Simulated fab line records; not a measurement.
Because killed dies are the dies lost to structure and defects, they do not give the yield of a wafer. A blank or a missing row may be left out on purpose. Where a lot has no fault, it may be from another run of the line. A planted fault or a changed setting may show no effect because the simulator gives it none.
fab line records | flow n5Finfet | part 1 of 2: steps 1 to 22 of 27
record: lots: 5 | wafers: 15 | lastDay: 17
route steps=1938 shown DUMMY_GATE@255 SPACER0@258 SD_EPI_N@262
lots untouched by any fault: they come from a run of this same line in which no faults occurred
startH: the number of hours between the record's first day and the start of the first shown wafer of the lot | waitH: hours elapsed since this lot's preceding step | " unchanged from the row above | L1.1+2: several wafers, shown together as one row | - no value, or no start was given | * or withheld: withheld | < > ~ a bound
route shown NAME@n: names a module that has steps shown in the file, with the first one's number in the route | usual: mean and standard deviation over wafers with no fault | same: alike in all rows | chamber/n: place in a boat | sites: each site's reading | _std_site: how widely they spread, as a standard deviation | _edge_site: inner sites' mean taken away from outer sites' mean | radiusMm: for every site, how far away it sits from the centre of the wafer | mask NAME#n: copy n | behind: the last tool/chamber to shape the wafer | hold: cause of the lot's hold/its duration in hours/its outcome | device: the transistor (n, p or np) that didn't switch | end of line: tests run on the same wafers once the route is complete | a step with no rows: only its recipe | killed: dies that structure and defects cost at the first sort, which is not the same as the wafer's yield | map: the dies of a wafer, with x for killed, . for not killed, _ for no die there
set.NAME: the setting that was run; set.NAME@STEP: the one run at that earlier step | model.NAME: the simulator's own value behind a step, which no gauge read
a table for each step, a row for each wafer; lots at some steps of the route
services: the hour from which a tool's chamber was out of use, counted from the record's first day as startH (under 0 if before that day), plus the number of hours and why
== steps ==
step: N5_DUMMY_GATE_SRD_26
recipe: dry: ipaMarangoni | timeS: 30 | tempC: 23 | rinseLiquid: diw
same: timeS: 30
lot.wafer  | tool        | chamber | startH | waitH
L074.3+4+5 | wetBench-06 | 6,3,2   | 49.71  | 0.0
L082.2+3+6 | wetBench-04 | 3,0,4   | 97.91  | 0.0
L091.1+3+6 | wetBench-04 | 0,6,1   | 149.14 | 0.0
L093.2+4+5 | wetBench-06 | 1,0,2   | 164.37 | 0.0
L097.4+5+6 | wetBench-06 | 4,1,5   | 192.03 | 0.0
step: N5_DUMMY_GATE_UV_OZONE_45
recipe: timeS: 120 | pressureTorr: 760 | tempC: 25
usual: pressureTorr: 760.0/1.6
same: timeS: 120
lot.wafer | tool        | chamber | startH | waitH | pressureTorr
L074.3    | wetBench-06 | 6       | 49.73  | 0.0   | 760.5
L074.4    | "           | 3       | "      | "     | 759.3
L074.5    | "           | 2       | "      | "     | 761.6
L082.2    | wetBench-04 | 3       | 97.93  | 0.0   | 759.8
L082.3    | "           | 0       | "      | "     | 760.9
L082.6    | "           | 4       | "      | "     | 761.0
L091.1    | wetBench-04 | 0       | 149.15 | 0.0   | 762.0
L091.3    | "           | 6       | "      | "     | 761.1
L091.6    | "           | 1       | "      | "     | 760.6
L093.2    | wetBench-06 | 1       | 164.40 | 0.0   | 761.1
L093.4    | "           | 0       | "      | "     | 759.7
L093.5    | "           | 2       | "      | "     | 759.3
L097.4    | wetBench-06 | 4       | 192.05 | 0.0   | 761.0
L097.5    | "           | 1       | "      | "     | 760.0
L097.6    | "           | 5       | "      | "     | 758.7
step: N5_DUMMY_GATE_INSPECT_27
recipe: inspectInstrument: brightfield | mode: aei
usual: rawDefectCount: 301/73
lot.wafer | tool             | chamber | startH | waitH | rawDefectCount
L074.3    | defectInspect-02 | -       | 49.79  | 0.0   | 307
L074.4    | "                | -       | "      | "     | 199
L074.5    | "                | -       | "      | "     | 293
L082.2    | defectInspect-02 | -       | 97.99  | 0.0   | 238
L082.3    | "                | -       | "      | "     | 280
L082.6    | "                | -       | "      | "     | 383
L091.1    | defectInspect-02 | -       | 149.21 | 0.0   | 257
L091.3    | "                | -       | "      | "     | 272
L091.6    | "                | -       | "      | "     | 450
L093.2    | defectInspect-02 | -       | 164.50 | 0.0   | 315
L093.4    | "                | -       | "      | "     | 432
L093.5    | "                | -       | "      | "     | 313
L097.4    | defectInspect-01 | -       | 192.11 | 0.0   | 320
L097.5    | "                | -       | "      | "     | 224
L097.6    | "                | -       | "      | "     | 336
step: N5_SPACER0_ALD_07
recipe: material: SiNx | targetThkA: 20 | tempC: 400 | aldPrecursorFamily: SiH2I2 | aldCoReactant: N2/H2-plasma | pressureTorr: 2
usual: heaterPowerW: 895/83
lot.wafer | tool      | chamber | startH | waitH | heaterPowerW
L074.3    | aldSin-04 | 3       | 49.83  | 0.0   | 839
L074.4    | "         | 0       | "      | "     | 982
L074.5    | "         | 2       | "      | "     | 1030
L082.2    | aldSin-04 | 3       | 98.26  | 0.3   | 817
L082.3    | "         | 2       | "      | "     | 1014
L082.6    | "         | 2       | "      | "     | 1019
L091.1    | aldSin-01 | 1       | 149.25 | 0.0   | 824
L091.3    | "         | 3       | "      | "     | 770
L091.6    | "         | 3       | "      | "     | 730
L093.2    | aldSin-04 | 2       | 164.54 | 0.0   | 1043
L093.4    | "         | 3       | "      | "     | 853
L093.5    | "         | 1       | "      | "     | 852
L097.4    | aldSin-03 | 2       | 192.15 | 0.0   | 935
L097.5    | "         | 1       | "      | "     | 903
L097.6    | "         | 2       | "      | "     | 898
step: N5_SPACER0_ALD_00
recipe: material: SiOCN | targetThkA: 35 | tempC: 400 | aldPrecursorFamily: alkyl-aminosilane | aldCoReactant: O2/N2-plasma | pulseTimeS: 3 | purgeTimeS: 2 | coReactantPurgeTimeS: 2 | aldCycles: 58 | pressureTorr: 2
usual: heaterPowerW: 896/83 | precursorPulseHeightRel: 1.001/0.017
lot.wafer | tool      | chamber | startH | waitH | heaterPowerW | precursorPulseHeightRel
L074.3    | aldSin-04 | 3       | 49.98  | 0.1   | 856          | 0.996
L074.4    | "         | 0       | "      | "     | 997          | 1.000
L074.5    | "         | 2       | "      | "     | 1045         | 0.983
L082.2    | aldSin-04 | 3       | 98.41  | 0.1   | 828          | 0.989
L082.3    | "         | 2       | "      | "     | 1020         | 0.984
L082.6    | "         | 2       | "      | "     | 1011         | 1.002
L091.1    | aldSin-01 | 1       | 149.40 | 0.1   | 824          | 0.998
L091.3    | "         | 3       | "      | "     | 734          | 0.954
L091.6    | "         | 3       | "      | "     | 738          | 0.981
L093.2    | aldSin-04 | 2       | 164.69 | 0.1   | 1017         | 1.013
L093.4    | "         | 3       | "      | "     | 837          | 0.990
L093.5    | "         | 1       | "      | "     | 875          | 1.000
L097.4    | aldSin-03 | 2       | 192.30 | 0.1   | 929          | 1.008
L097.5    | "         | 1       | "      | "     | 905          | 0.989
L097.6    | "         | 2       | "      | "     | 922          | 0.984
step: N5_SPACER0_ALD_08
recipe: material: SiNx | targetThkA: 20 | tempC: 400 | aldPrecursorFamily: SiH2I2 | aldCoReactant: N2/H2-plasma | pressureTorr: 2
usual: heaterPowerW: 896/83
lot.wafer | tool      | chamber | startH | waitH | heaterPowerW
L074.3    | aldSin-04 | 3       | 50.24  | 0.1   | 819
L074.4    | "         | 0       | "      | "     | 1003
L074.5    | "         | 2       | "      | "     | 1040
L082.2    | aldSin-04 | 3       | 98.67  | 0.1   | 832
L082.3    | "         | 2       | "      | "     | 1023
L082.6    | "         | 2       | "      | "     | 1026
L091.1    | aldSin-01 | 1       | 149.66 | 0.1   | 840
L091.3    | "         | 3       | "      | "     | 732
L091.6    | "         | 3       | "      | "     | 751
L093.2    | aldSin-04 | 2       | 164.95 | 0.1   | 1031
L093.4    | "         | 3       | "      | "     | 820
L093.5    | "         | 1       | "      | "     | 843
L097.4    | aldSin-03 | 2       | 192.56 | 0.1   | 948
L097.5    | "         | 1       | "      | "     | 914
L097.6    | "         | 2       | "      | "     | 940
step: N5_SPACER0_INSPECT_04
recipe: inspectInstrument: darkfield | mode: postDep
usual: rawDefectCount: 143/31
lot.wafer | tool             | chamber | startH | waitH | rawDefectCount
L074.3    | defectInspect-02 | -       | 50.39  | 0.1   | 101
L074.4    | "                | -       | "      | "     | 83
L074.5    | "                | -       | "      | "     | 147
L082.2    | defectInspect-01 | -       | 98.83  | 0.1   | 132
L082.3    | "                | -       | "      | "     | 133
L082.6    | "                | -       | "      | "     | 168
L091.1    | defectInspect-01 | -       | 149.81 | 0.1   | 128
L091.3    | "                | -       | "      | "     | 129
L091.6    | "                | -       | "      | "     | 187
L093.2    | defectInspect-02 | -       | 165.10 | 0.1   | 136
L093.4    | "                | -       | "      | "     | 178
L093.5    | "                | -       | "      | "     | 141
L097.4    | defectInspect-01 | -       | 192.72 | 0.1   | 155
L097.5    | "                | -       | "      | "     | 141
L097.6    | "                | -       | "      | "     | 164
step: N5_SD_EPI_N_COAT_32
recipe: resist: SOC | tempC: 250 | timeS: 60 | spinRpm: 1500 | resistThkNm: 350
usual: dispensePressureKPa: 49/5.6 | resistLineTempC: 22.99/0.11
same: timeS: 60
lot.wafer | tool          | chamber | startH | waitH | dispensePressureKPa | resistLineTempC
L074.3    | lithoTrack-03 | 0       | 50.43  | 0.0   | 55                  | 22.85
L074.4    | "             | 0       | "      | "     | 55                  | 23.00
L074.5    | "             | 0       | "      | "     | 55                  | 22.86
L082.2    | lithoTrack-03 | 0       | 98.86  | 0.0   | 55                  | 23.00
L082.3    | "             | 0       | "      | "     | 55                  | 22.96
L082.6    | "             | 0       | "      | "     | 55                  | 22.95
L091.1    | lithoTrack-02 | 0       | 149.85 | 0.0   | 49                  | 23.03
L091.3    | "             | 0       | "      | "     | 49                  | 23.07
L091.6    | "             | 0       | "      | "     | 49                  | 23.07
L093.2    | lithoTrack-05 | 0       | 165.13 | 0.0   | 41                  | 23.10
L093.4    | "             | 0       | "      | "     | 41                  | 23.17
L093.5    | "             | 0       | "      | "     | 41                  | 22.95
L097.4    | lithoTrack-03 | 0       | 192.75 | 0.0   | 55                  | 22.93
L097.5    | "             | 0       | "      | "     | 55                  | 22.95
L097.6    | "             | 0       | "      | "     | 55                  | 22.83
step: N5_SD_EPI_N_COAT_33
recipe: resist: SiARC | tempC: 220 | timeS: 60 | spinRpm: 1500 | resistThkNm: 35
usual: dispensePressureKPa: 49/5.6 | resistLineTempC: 22.99/0.11
same: timeS: 60
lot.wafer | tool          | chamber | startH | waitH | dispensePressureKPa | resistLineTempC
L074.3    | lithoTrack-03 | 0       | -      | -     | 55                  | 22.95
L074.4    | "             | 0       | "      | "     | 55                  | 22.87
L074.5    | "             | 0       | "      | "     | 55                  | 23.15
L082.2    | lithoTrack-03 | 0       | -      | -     | 55                  | 23.06
L082.3    | "             | 0       | "      | "     | 55                  | 23.11
L082.6    | "             | 0       | "      | "     | 55                  | 23.00
L091.1    | lithoTrack-02 | 0       | -      | -     | 49                  | 22.84
L091.3    | "             | 0       | "      | "     | 49                  | 22.91
L091.6    | "             | 0       | "      | "     | 49                  | 22.87
L093.2    | lithoTrack-05 | 0       | -      | -     | 41                  | 23.05
L093.4    | "             | 0       | "      | "     | 41                  | 23.10
L093.5    | "             | 0       | "      | "     | 41                  | 22.96
L097.4    | lithoTrack-03 | 0       | -      | -     | 55                  | 23.09
L097.5    | "             | 0       | "      | "     | 55                  | 22.77
L097.6    | "             | 0       | "      | "     | 55                  | 22.90
step: N5_SD_EPI_N_COAT_03
recipe: resist: CAR-ArF-block | spinRpm: 1500 | resistThkNm: 150
usual: dispensePressureKPa: 49/5.6 | resistLineTempC: 23.00/0.11
lot.wafer | tool          | chamber | startH | waitH | dispensePressureKPa | resistLineTempC
L074.3    | lithoTrack-03 | 0       | -      | -     | 55                  | 22.78
L074.4    | "             | 0       | "      | "     | 55                  | 22.90
L074.5    | "             | 0       | "      | "     | 55                  | 22.88
L082.2    | lithoTrack-03 | 0       | -      | -     | 55                  | 22.95
L082.3    | "             | 0       | "      | "     | 55                  | 23.13
L082.6    | "             | 0       | "      | "     | 55                  | 23.07
L091.1    | lithoTrack-02 | 0       | -      | -     | 49                  | 23.08
L091.3    | "             | 0       | "      | "     | 49                  | 23.02
L091.6    | "             | 0       | "      | "     | 49                  | 23.00
L093.2    | lithoTrack-05 | 0       | -      | -     | 41                  | 23.00
L093.4    | "             | 0       | "      | "     | 41                  | 22.96
L093.5    | "             | 0       | "      | "     | 41                  | 23.07
L097.4    | lithoTrack-03 | 0       | -      | -     | 55                  | 23.05
L097.5    | "             | 0       | "      | "     | 55                  | 22.94
L097.6    | "             | 0       | "      | "     | 55                  | 22.97
step: N5_SD_EPI_N_EBR_05
recipe: solvent: PGMEA | ebrWidthMm: 1.5
usual: resistLineTempC: 22.98/0.11
lot.wafer | tool          | chamber | startH | waitH | resistLineTempC
L074.3    | lithoTrack-03 | 0       | -      | -     | 22.97
L074.4    | "             | 0       | "      | "     | 23.06
L074.5    | "             | 0       | "      | "     | 22.78
L082.2    | lithoTrack-03 | 0       | -      | -     | 22.88
L082.3    | "             | 0       | "      | "     | 22.86
L082.6    | "             | 0       | "      | "     | 23.04
L091.1    | lithoTrack-02 | 0       | -      | -     | 22.95
L091.3    | "             | 0       | "      | "     | 23.05
L091.6    | "             | 0       | "      | "     | 22.93
L093.2    | lithoTrack-05 | 0       | -      | -     | 22.96
L093.4    | "             | 0       | "      | "     | 22.80
L093.5    | "             | 0       | "      | "     | 22.87
L097.4    | lithoTrack-03 | 0       | -      | -     | 23.13
L097.5    | "             | 0       | "      | "     | 22.96
L097.6    | "             | 0       | "      | "     | 23.15
step: N5_SD_EPI_N_SOFTBAKE_04
recipe: tempC: 110 | timeS: 60 | resist: CAR-ArF-block
usual: resistLineTempC: 22.97/0.084
same: timeS: 60
lot.wafer | tool          | chamber | startH | waitH | resistLineTempC
L074.3    | lithoTrack-03 | 0       | -      | -     | 23.04
L074.4    | "             | 0       | "      | "     | 23.02
L074.5    | "             | 0       | "      | "     | 22.80
L082.2    | lithoTrack-03 | 0       | -      | -     | 23.06
L082.3    | "             | 0       | "      | "     | 23.17
L082.6    | "             | 0       | "      | "     | 23.06
L091.1    | lithoTrack-02 | 0       | -      | -     | 22.89
L091.3    | "             | 0       | "      | "     | 22.80
L091.6    | "             | 0       | "      | "     | 22.83
L093.2    | lithoTrack-05 | 0       | -      | -     | 22.95
L093.4    | "             | 0       | "      | "     | 23.06
L093.5    | "             | 0       | "      | "     | 22.86
L097.4    | lithoTrack-03 | 0       | -      | -     | 23.04
L097.5    | "             | 0       | "      | "     | 22.92
L097.6    | "             | 0       | "      | "     | 23.00
step: N5_SD_EPI_N_EXPOSE_06
recipe: maskId: SD_N_BLK | na: 1.35 | sourceShape: conventional | sigmaOuter: 0.8 | polarization: unpolarized | targetCdNm: 120 | doseMj: 39.75
lot.wafer  | tool           | chamber | startH | waitH | mask
L074.3+4+5 | arfiScanner-02 | 0       | 50.68  | -     | SD_N_BLK#0
L082.2+3+6 | arfiScanner-02 | 0       | 98.98  | -     | SD_N_BLK#0
L091.1+3+6 | arfiScanner-03 | 0       | 150.09 | -     | SD_N_BLK#0
L093.2+4+5 | arfiScanner-02 | 0       | 165.26 | -     | SD_N_BLK#0
L097.4+5+6 | arfiScanner-02 | 0       | 193.01 | -     | SD_N_BLK#0
step: N5_SD_EPI_N_PEB_07
recipe: pebTempC: 110 | pebTimeS: 60 | resist: CAR-ArF-block
usual: resistLineTempC: 23.00/0.095
lot.wafer | tool          | chamber | startH | waitH | resistLineTempC
L074.3    | lithoTrack-05 | 0       | 50.73  | 0.0   | 22.98
L074.4    | "             | 0       | "      | "     | 23.07
L074.5    | "             | 0       | "      | "     | 23.07
L082.2    | lithoTrack-03 | 0       | 99.03  | 0.0   | 23.13
L082.3    | "             | 0       | "      | "     | 23.01
L082.6    | "             | 0       | "      | "     | 23.19
L091.1    | lithoTrack-02 | 0       | 150.15 | 0.1   | 23.08
L091.3    | "             | 0       | "      | "     | 22.91
L091.6    | "             | 0       | "      | "     | 23.10
L093.2    | lithoTrack-02 | 0       | 165.31 | 0.0   | 23.01
L093.4    | "             | 0       | "      | "     | 22.95
L093.5    | "             | 0       | "      | "     | 23.01
L097.4    | lithoTrack-03 | 0       | 193.05 | 0.0   | 22.97
L097.5    | "             | 0       | "      | "     | 22.96
L097.6    | "             | 0       | "      | "     | 22.97
step: N5_SD_EPI_N_DEVELOP_08
recipe: developTimeS: 30 | developer: TMAH | resist: CAR-ArF-block | devTempC: 23 | rinseLiquid: diw | dry: airSpin
usual: resistLineTempC: 23.00/0.1
lot.wafer | tool          | chamber | startH | waitH | resistLineTempC
L074.3    | lithoTrack-05 | 0       | -      | -     | 23.10
L074.4    | "             | 0       | "      | "     | 22.93
L074.5    | "             | 0       | "      | "     | 23.00
L082.2    | lithoTrack-03 | 0       | -      | -     | 23.08
L082.3    | "             | 0       | "      | "     | 23.05
L082.6    | "             | 0       | "      | "     | 23.13
L091.1    | lithoTrack-02 | 0       | -      | -     | 22.92
L091.3    | "             | 0       | "      | "     | 23.09
L091.6    | "             | 0       | "      | "     | 22.89
L093.2    | lithoTrack-02 | 0       | -      | -     | 22.96
L093.4    | "             | 0       | "      | "     | 22.95
L093.5    | "             | 0       | "      | "     | 23.03
L097.4    | lithoTrack-03 | 0       | -      | -     | 23.09
L097.5    | "             | 0       | "      | "     | 22.88
L097.6    | "             | 0       | "      | "     | 23.02
step: N5_SD_EPI_N_CD_MEAS_09
recipe: targetCdNm: 120 | landingEnergyEv: 500 | detector: seInlens
usual: cdNm: 120.2/0.61
lot.wafer | tool     | chamber | startH | waitH | cdNm
L074.3    | cdSem-02 | 0       | 50.80  | -     | 120.8
L074.4    | "        | 0       | "      | "     | 119.6
L074.5    | "        | 0       | "      | "     | 120.7
L082.2    | cdSem-02 | 0       | 99.10  | -     | 119.8
L082.3    | "        | 0       | "      | "     | 119.3
L082.6    | "        | 0       | "      | "     | 119.9
L091.1    | cdSem-03 | 0       | 150.22 | -     | 121.3
L091.3    | "        | 0       | "      | "     | 120.8
L091.6    | "        | 0       | "      | "     | 120.4
L093.2    | cdSem-01 | 0       | 165.38 | -     | 120.8
L093.4    | "        | 0       | "      | "     | 121.0
L093.5    | "        | 0       | "      | "     | 120.4
L097.4    | cdSem-02 | 0       | 193.12 | -     | 120.1
L097.5    | "        | 0       | "      | "     | 120.9
L097.6    | "        | 0       | "      | "     | 120.8
step: N5_SD_EPI_N_OVL_MEAS_10
recipe: pointsPerWafer: 44
usual: SD_N_BLK_OVL: -0.3/0.67
lot.wafer | tool       | chamber | startH | waitH | SD_N_BLK_OVL[nm]
L074.3    | overlay-02 | 0       | 50.82  | 0.0   | -0.7
L074.4    | "          | 0       | "      | "     | -0.2
L074.5    | "          | 0       | "      | "     | -0.9
L082.2    | overlay-01 | 0       | 99.13  | 0.0   | -0.7
L082.3    | "          | 0       | "      | "     | 0.0
L082.6    | "          | 0       | "      | "     | 0.1
L091.1    | overlay-01 | 0       | 150.25 | 0.0   | -0.3
L091.3    | "          | 0       | "      | "     | -0.7
L091.6    | "          | 0       | "      | "     | 0.0
L093.2    | overlay-01 | 0       | 165.41 | 0.0   | -1.1
L093.4    | "          | 0       | "      | "     | -0.3
L093.5    | "          | 0       | "      | "     | -0.4
L097.4    | overlay-01 | 0       | 193.15 | 0.0   | -1.0
L097.5    | "          | 0       | "      | "     | -1.7
L097.6    | "          | 0       | "      | "     | -1.5
step: N5_SD_EPI_N_INSPECT_11
recipe: mode: adi | inspectInstrument: macro
usual: rawDefectCount: 2.3/1.5
lot.wafer | tool             | chamber | startH | waitH | rawDefectCount
L074.3    | defectInspect-01 | -       | 50.85  | 0.0   | 2
L074.4    | "                | -       | "      | "     | 1
L074.5    | "                | -       | "      | "     | 1
L082.2    | defectInspect-02 | -       | 99.16  | 0.0   | 4
L082.3    | "                | -       | "      | "     | 2
L082.6    | "                | -       | "      | "     | 0
L091.1    | defectInspect-01 | -       | 150.27 | 0.0   | 6
L091.3    | "                | -       | "      | "     | 3
L091.6    | "                | -       | "      | "     | 1
L093.2    | defectInspect-02 | -       | 165.43 | 0.0   | 1
L093.4    | "                | -       | "      | "     | 1
L093.5    | "                | -       | "      | "     | 0
L097.4    | defectInspect-01 | -       | 193.17 | 0.0   | 4
L097.5    | "                | -       | "      | "     | 2
L097.6    | "                | -       | "      | "     | 5
step: N5_SD_EPI_N_DESCUM_14
recipe: chemistry: O2 | timeS: 7.9 | sourcePowerW: 50 | biasPowerW: 20 | pressureMtorr: 20 | rfFrequencyHz: 2.712e+07 | tempC: 40 | resist: CAR-ArF-block | o2FlowSccm: 225
usual: drypumpMotorCurrentA: 5.8/0.37 | oesProductAu: 0.78/0.094 | rfVppV: 242.8/1.2 | showerheadPlenumPTorr: 2.05/0.056 | throttleValvePct: 20.49/0.24
same: timeS: 7.9
lot.wafer | tool       | chamber | startH | waitH | drypumpMotorCurrentA | oesProductAu | rfHoursCounterH | rfVppV | showerheadPlenumPTorr | throttleValvePct
L074.3    | rieDiel-05 | 1       | 50.88  | 0.0   | 5.1                  | 0.69         | 229             | 242.5  | 2.06                  | 20.41
L074.4    | "          | 3       | "      | "     | 5.7                  | 0.75         | 173             | 244.0  | 2.07                  | 20.33
L074.5    | "          | 1       | "      | "     | 5.1                  | 0.69         | -               | 241.8  | 2.06                  | 20.44
L082.2    | rieDiel-05 | 2       | 99.24  | 0.1   | 6.2                  | 0.70         | 228             | 243.8  | 2.14                  | 20.69
L082.3    | "          | 0       | "      | "     | 5.7                  | 0.90         | 33              | 241.5  | 2.04                  | 20.20
L082.6    | "          | 1       | "      | "     | 5.1                  | 0.68         | -               | 244.4  | 2.05                  | 20.45
L091.1    | rieDiel-06 | 1       | 150.41 | 0.1   | 6.0                  | 0.75         | 158             | 242.4  | 2.09                  | 20.62
L091.3    | "          | 2       | "      | "     | 5.9                  | 1.01         | 1               | 242.7  | 2.07                  | 20.04
L091.6    | "          | 2       | "      | "     | 5.9                  | 1.01         | -               | 242.0  | 2.07                  | 20.04
L093.2    | rieDiel-06 | 2       | 165.61 | 0.2   | 5.9                  | 0.98         | 8               | 242.5  | 2.06                  | 20.04
L093.4    | "          | 2       | "      | "     | 5.9                  | 0.97         | -               | 243.1  | 2.07                  | 20.06
L093.5    | "          | 1       | "      | "     | 6.0                  | 0.75         | -               | 243.1  | 2.09                  | 20.63
L097.4    | rieDiel-02 | 3       | 193.45 | 0.3   | 6.1                  | 0.71         | -               | 241.7  | 1.98                  | 20.93
L097.5    | "          | 2       | "      | "     | 6.2                  | 0.74         | -               | 244.0  | 2.17                  | 20.92
L097.6    | "          | 0       | "      | "     | 5.9                  | 0.70         | -               | 240.4  | 1.99                  | 20.66
step: N5_SD_EPI_N_ETCH_34
recipe: chemistry: CF4 | target: SiARC | targetDepthA: 455 | maskMaterial: CAR-ArF-block | timeS: 75.8 | ionEnergyEv: 80 | pressureMtorr: 40 | sourceW: 545 | biasW: 36 | Ar_flow_sccm: 100 | cf4FlowSccm: 100 | ends: cleared
usual: biasW: 36.01/0.11 | drypumpMotorCurrentA: 5.8/0.38 | etchRfOnTimeS: 75.9/1.2 | oesProductAu: 0.66/0.079 | rfVppV: 183.6/0.98 | showerheadPlenumPTorr: 2.11/0.053 | throttleValvePct: 15.69/0.25
lot.wafer | tool       | chamber | startH | waitH | biasW | drypumpMotorCurrentA | etchRfOnTimeS | oesProductAu | rfHoursCounterH | rfVppV | showerheadPlenumPTorr | throttleValvePct
L074.3    | rieDiel-05 | 1       | 50.92  | 0.0   | 35.66 | 5.1                  | 76.2          | 0.58         | 229             | 183.9  | 2.11                  | 15.72
L074.4    | "          | 3       | "      | "     | 35.82 | 5.7                  | 75.3          | 0.64         | 173             | 184.8  | 2.14                  | 15.65
L074.5    | "          | 1       | "      | "     | 35.89 | 5.1                  | 76.0          | 0.59         | -               | 185.2  | 2.11                  | 15.70
L082.2    | rieDiel-05 | 2       | 99.27  | 0.0   | 36.11 | 6.2                  | 75.6          | 0.59         | 228             | 184.4  | 2.20                  | 15.97
L082.3    | "          | 0       | "      | "     | 36.03 | 5.6                  | 73.7          | 0.77         | 33              | 183.0  | 2.09                  | 15.37
L082.6    | "          | 1       | "      | "     | 36.09 | 5.1                  | 76.0          | 0.58         | -               | 184.3  | 2.11                  | 15.75
L091.1    | rieDiel-06 | 1       | 150.44 | 0.0   | 35.99 | 6.0                  | 77.3          | 0.63         | 158             | 184.1  | 2.14                  | 15.78
L091.3    | "          | 2       | "      | "     | 35.90 | 5.9                  | 74.7          | 0.86         | 1               | 184.2  | 2.11                  | 15.14
L091.6    | "          | 2       | "      | "     | 35.92 | 5.9                  | 75.0          | 0.86         | -               | 184.2  | 2.11                  | 15.13
L093.2    | rieDiel-06 | 2       | 165.65 | 0.0   | 35.89 | 5.9                  | 73.7          | 0.84         | 8               | 183.7  | 2.11                  | 15.14
L093.4    | "          | 2       | "      | "     | 35.80 | 5.9                  | 74.3          | 0.82         | -               | 182.7  | 2.11                  | 15.15
L093.5    | "          | 1       | "      | "     | 36.00 | 6.0                  | 76.3          | 0.63         | -               | 183.3  | 2.14                  | 15.77
L097.4    | rieDiel-02 | 3       | 193.50 | 0.0   | 35.89 | 6.1                  | 75.8          | 0.61         | -               | 183.1  | 2.05                  | 16.18
L097.5    | "          | 2       | "      | "     | 36.05 | 6.2                  | 76.4          | 0.63         | -               | 184.7  | 2.21                  | 16.06
L097.6    | "          | 0       | "      | "     | 35.95 | 5.9                  | 78.7          | 0.60         | -               | 182.8  | 2.03                  | 15.77
step: N5_SD_EPI_N_ETCH_35
recipe: chemistry: N2/H2 | target: SOC | overetchA: 1080 | maskMaterial: SiARC | tempC: 40 | ionEnergyEv: 100 | sourceW: 3000 | biasW: 133 | pressureMtorr: 20 | timeS: 486 | n2FlowSccm: 200 | h2FlowSccm: 200
usual: biasW: 133.0/0.41 | drypumpMotorCurrentA: 5.8/0.37 | oesProductAu: 0.70/0.079 | rfVppV: 240.2/1.3 | showerheadPlenumPTorr: 2.49/0.068 | throttleValvePct: 23.9/0.31
same: timeS: 486
lot.wafer | tool       | chamber | startH | waitH | biasW | drypumpMotorCurrentA | oesProductAu | rfHoursCounterH | rfVppV | showerheadPlenumPTorr | throttleValvePct
L074.3    | rieDiel-05 | 1       | 50.97  | 0.0   | 133.1 | 5.1                  | 0.62         | 229             | 238.8  | 2.52                  | 24.0
L074.4    | "          | 3       | "      | "     | 132.7 | 5.8                  | 0.68         | 173             | 242.6  | 2.52                  | 23.7
L074.5    | "          | 1       | "      | "     | 132.7 | 5.1                  | 0.62         | -               | 240.8  | 2.52                  | 24.0
L082.2    | rieDiel-05 | 2       | 99.33  | 0.0   | 132.4 | 6.3                  | 0.63         | 229             | 242.2  | 2.61                  | 24.0
L082.3    | "          | 0       | "      | "     | 132.9 | 5.6                  | 0.79         | 34              | 238.3  | 2.49                  | 23.6
L082.6    | "          | 1       | "      | "     | 133.6 | 5.1                  | 0.61         | -               | 239.4  | 2.51                  | 24.1
L091.1    | rieDiel-06 | 1       | 150.50 | 0.0   | 132.3 | 6.0                  | 0.67         | 158             | 241.1  | 2.55                  | 24.4
L091.3    | "          | 2       | "      | "     | 133.1 | 5.9                  | 0.90         | 1               | 240.5  | 2.49                  | 23.2
L091.6    | "          | 2       | "      | "     | 133.1 | 5.9                  | 0.90         | -               | 240.3  | 2.49                  | 23.2
L093.2    | rieDiel-06 | 2       | 165.70 | 0.0   | 132.9 | 5.9                  | 0.86         | 8               | 239.2  | 2.48                  | 23.2
L093.4    | "          | 2       | "      | "     | 132.1 | 5.9                  | 0.87         | -               | 239.2  | 2.48                  | 23.2
L093.5    | "          | 1       | "      | "     | 133.2 | 6.0                  | 0.66         | -               | 240.3  | 2.54                  | 24.4
L097.4    | rieDiel-02 | 3       | 193.68 | 0.2   | 133.7 | 6.1                  | 0.63         | -               | 238.9  | 2.42                  | 24.3
L097.5    | "          | 2       | "      | "     | 132.7 | 6.1                  | 0.67         | -               | 240.9  | 2.63                  | 24.2
L097.6    | "          | 0       | "      | "     | 132.9 | 5.9                  | 0.63         | -               | 239.8  | 2.40                  | 24.1
step: N5_SD_EPI_N_STRIP_36
recipe: chemistry: N2/H2 | tempC: 40 | n2FlowSccm: 200 | h2FlowSccm: 200 | rfFrequencyHz: 6e+07
lot.wafer  | tool       | chamber | startH | waitH
L074.3+4+5 | rieDiel-05 | 1,3,1   | 51.29  | 0.2
L082.2+3+6 | rieDiel-05 | 2,0,1   | 99.64  | 0.2
L091.1+3+6 | rieDiel-06 | 1,2,2   | 150.81 | 0.2
L093.2+4+5 | rieDiel-06 | 2,2,1   | 166.02 | 0.2
L097.4+5+6 | rieDiel-02 | 3,2,0   | 193.84 | 0.0
